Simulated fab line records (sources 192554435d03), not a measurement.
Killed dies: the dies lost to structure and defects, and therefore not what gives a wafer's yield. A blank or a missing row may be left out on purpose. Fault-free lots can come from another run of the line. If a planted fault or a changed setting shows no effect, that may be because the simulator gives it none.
Which tool is to blame? ; flow n5Finfet ; Sampling: 24 lots, 72 wafers, 3 of 1938 route steps

== WHAT THE GAUGES READ, wafer by wafer ==
N5_ILD0_THK_MEAS_08. Usual: thkNm 138.9 nm, standard deviation 1.1.
lot;measured;on;thkNm (nm);flag
L074;day 3 13:16;filmMetro-01;140.2 140.1 139.5;
L075;day 3 19:09;filmMetro-01;139.5 138.7 138.0;
L076;day 4 02:29;filmMetro-01;138.7 137.2 137.0;
L077;day 4 08:36;filmMetro-02;138.3 138.3 139.8;
L078;day 4 11:09;filmMetro-01;138.4 138.4 139.3;
L079;day 4 19:27;filmMetro-01;138.1 138.7 137.8;
L080;day 5 01:11;filmMetro-01;140.0 139.7 138.0;
L081;day 5 07:02;filmMetro-02;137.2 139.4 137.8;
L082;day 5 16:53;filmMetro-01;139.7 137.6 139.7;
L083;day 5 21:55;filmMetro-01;139.8 139.1 138.5;
L084;day 6 01:13;filmMetro-01;139.0 138.5 137.6;
L086;day 6 13:26;filmMetro-01;139.2 140.1 138.4;
L085;day 6 16:59;filmMetro-01;137.2 137.6 137.0;
L087;day 7 00:02;filmMetro-02;139.9 141.2 140.3;
L088;day 7 01:02;filmMetro-02;137.8 137.2 138.4;
L089;day 7 07:56;filmMetro-02;141.1 139.2 138.0;
L090;day 7 15:44;filmMetro-01;139.4 142.2 140.2;
L091;day 7 20:29;filmMetro-02;139.6 139.4 138.6;
L092;day 8 03:41;filmMetro-01;138.7 140.4 139.2;
L093;day 8 08:22;filmMetro-02;138.1 138.4 137.8;
L094;day 8 12:16;filmMetro-02;140.5 140.2 139.7;
L095;day 8 21:54;filmMetro-02;138.5 138.0 137.8;
L096;day 9 04:44;filmMetro-02;140.8 139.7 139.6;
L097;day 9 09:16;filmMetro-02;140.5 138.3 137.1;

== WHAT TOOL EACH LOT RAN ON (gives the tool, then ch and the chambers of the sampled wafers, and finally the start) ==
lot;N5_SD_ACTIVATION_LSA_01;N5_ILD0_CMP_03
L074;laserAnneal-01 ch 0, day 3 09:42;cmp-04 ch 0,2,3, day 3 12:41
L075;laserAnneal-02 ch 0, day 3 15:23;cmp-04 ch 0,1, day 3 18:32
L076;laserAnneal-01 ch 0, day 3 22:50;cmp-04 ch 1,2, day 4 01:55
L077;laserAnneal-02 ch 0, day 4 04:55;cmp-04 ch 1,2, day 4 07:59
L078;laserAnneal-01 ch 0, day 4 07:38;cmp-04 ch 1,3, day 4 10:32
L079;laserAnneal-02 ch 0, day 4 15:52;cmp-01 ch 0,2,3, day 4 18:49
L080;laserAnneal-01 ch 0, day 4 20:52;cmp-02 ch 0,1,3, day 5 00:38
L081;laserAnneal-02 ch 0, day 5 03:23;cmp-02 ch 0,1,3, day 5 06:25
L082;laserAnneal-01 ch 0, day 5 13:22;cmp-01 ch 1,2,3, day 5 16:20
L083;laserAnneal-02 ch 0, day 5 18:25;cmp-02 ch 0,2,3, day 5 21:19
L084;laserAnneal-01 ch 0, day 5 21:38;cmp-01 ch 0,1,2, day 6 00:35
L086;laserAnneal-02 ch 0, day 6 09:55;cmp-04 ch 0,1,2, day 6 12:52
L085;laserAnneal-01 ch 0, day 6 13:27;cmp-04 ch 0,2,3, day 6 16:27
L087;laserAnneal-02 ch 0, day 6 20:28;cmp-01 ch 0,2,3, day 6 23:29
L088;laserAnneal-01 ch 0, day 6 21:31;cmp-01 ch 0,1,2, day 7 00:27
L089;laserAnneal-02 ch 0, day 7 04:25;cmp-02 ch 0,2,3, day 7 07:19
L090;laserAnneal-01 ch 0, day 7 12:14;cmp-04 ch 0,1,2, day 7 15:11
L091;laserAnneal-02 ch 0, day 7 16:56;cmp-04 ch 0,2, day 7 19:55
L092;laserAnneal-01 ch 0, day 8 00:08;cmp-01 ch 0,1,2, day 8 03:06
L093;laserAnneal-02 ch 0, day 8 04:49;cmp-04 ch 0,2,3, day 8 07:45
L094;laserAnneal-01 ch 0, day 8 08:26;cmp-02 ch 2,3, day 8 11:38
L095;laserAnneal-02 ch 0, day 8 18:16;cmp-02 ch 0,1,2, day 8 21:19
L096;laserAnneal-01 ch 0, day 9 01:10;cmp-04 ch 0,1,2, day 9 04:07
L097;laserAnneal-02 ch 0, day 9 05:14;cmp-04 ch 0,1, day 9 08:39
- N5_SD_ACTIVATION_LSA_01: time 0.0008 s.
- N5_ILD0_CMP_03: polishes, stops on SiNx, t overpolish 1.9 s, target thk 197.38 nm.

== WHAT THE TOOLS THEMSELVES READ (means of the sampled wafers that have a number; where no wafer has one, the mark that the record gives instead) ==
N5_SD_ACTIVATION_LSA_01. Usual: wafer_temp_C_max 1085.3, standard deviation 1.
lot;tool;wafer_temp_C_max;flag
L074;laserAnneal-01;1086.7;
L075;laserAnneal-02;1085.5;
L076;laserAnneal-01;1085.8;
L077;laserAnneal-02;1084.9;
L078;laserAnneal-01;1085.5;
L079;laserAnneal-02;1083.7;
L080;laserAnneal-01;1085.8;
L081;laserAnneal-02;1084.6;
L082;laserAnneal-01;1085.6;
L083;laserAnneal-02;1084.3;
L084;laserAnneal-01;1085.5;
L086;laserAnneal-02;1084.2;
L085;laserAnneal-01;1086.6;
L087;laserAnneal-02;1085.5;
L088;laserAnneal-01;1084.8;
L089;laserAnneal-02;1085.0;
L090;laserAnneal-01;1085.7;
L091;laserAnneal-02;1084.6;
L092;laserAnneal-01;1085.3;
L093;laserAnneal-02;1086.1;
L094;laserAnneal-01;1086.4;
L095;laserAnneal-02;1084.3;
L096;laserAnneal-01;1086.0;
L097;laserAnneal-02;1085.3;

N5_ILD0_CMP_03. Usual: motorCurrentA 11.9 A, standard deviation 1; overpolishRunS 1.900 s, standard deviation 0.009; padLifeWafers 1050, standard deviation 580; slurryFlowMlMin 149.9, standard deviation 0.51; timeToEndpointS 71 s, standard deviation 5.7.
lot;tool;motorCurrentA (A);overpolishRunS (s);padLifeWafers;slurryFlowMlMin;timeToEndpointS (s);flag
L074;cmp-04;11.7;1.907;50;149.9;64;
L075;cmp-04;12.1;1.905;98;149.7;65;
L076;cmp-04;12.0;1.904;157;149.7;65;
L077;cmp-04;12.3;1.893;200;149.7;66;
L078;cmp-04;11.1;1.901;229;149.6;66;
L079;cmp-01;11.4;1.910;1333;150.4;74;
L080;cmp-02;12.5;1.899;1004;150.1;70;
L081;cmp-02;12.7;1.899;1039;149.6;72;
L082;cmp-01;11.0;1.900;1508;150.1;79;
L083;cmp-02;12.7;1.891;1172;149.6;66;
L084;cmp-01;10.4;1.905;1573;149.6;77;
L086;cmp-04;12.0;1.886;626;150.3;74;
L085;cmp-04;12.2;1.902;638;149.9;72;
L087;cmp-01;11.1;1.897;1754;150.4;80;
L088;cmp-01;10.7;1.895;1766;149.9;80;
L089;cmp-02;12.5;1.890;1430;149.7;73;
L090;cmp-04;12.4;1.903;860;149.7;72;
L091;cmp-04;12.9;1.901;902;150.2;70;
L092;cmp-01;10.7;1.902;1970;149.8;84;
L093;cmp-04;12.1;1.899;991;149.7;73;
L094;cmp-02;13.0;1.898;1686;149.8;68;
L095;cmp-02;12.8;1.896;1778;150.1;72;
L096;cmp-04;12.3;1.893;1195;150.1;70;
L097;cmp-04;12.6;1.903;1230;149.9;69;

== THE ANSWER, worked out from the rows above alone ==
Rule: take the mean of a lot's wafers that have a number; if it is more than 3 standard deviations from the usual mean, the lot is off. Also off: a lot with no number at a reading for which 4 or more lots have one. The other lots that the step has rows for count as sound. First the gauges in route order, then the tools' own readings, where a lot's mean is used as printed above. The first step at which some lot is off is used, and at that step the reading that is off furthest; a lot without a number counts as furthest.
Across all readings shown, no lot is off: no conclusion can be drawn from this.

== WHAT THE SIMULATOR PUT IN ==
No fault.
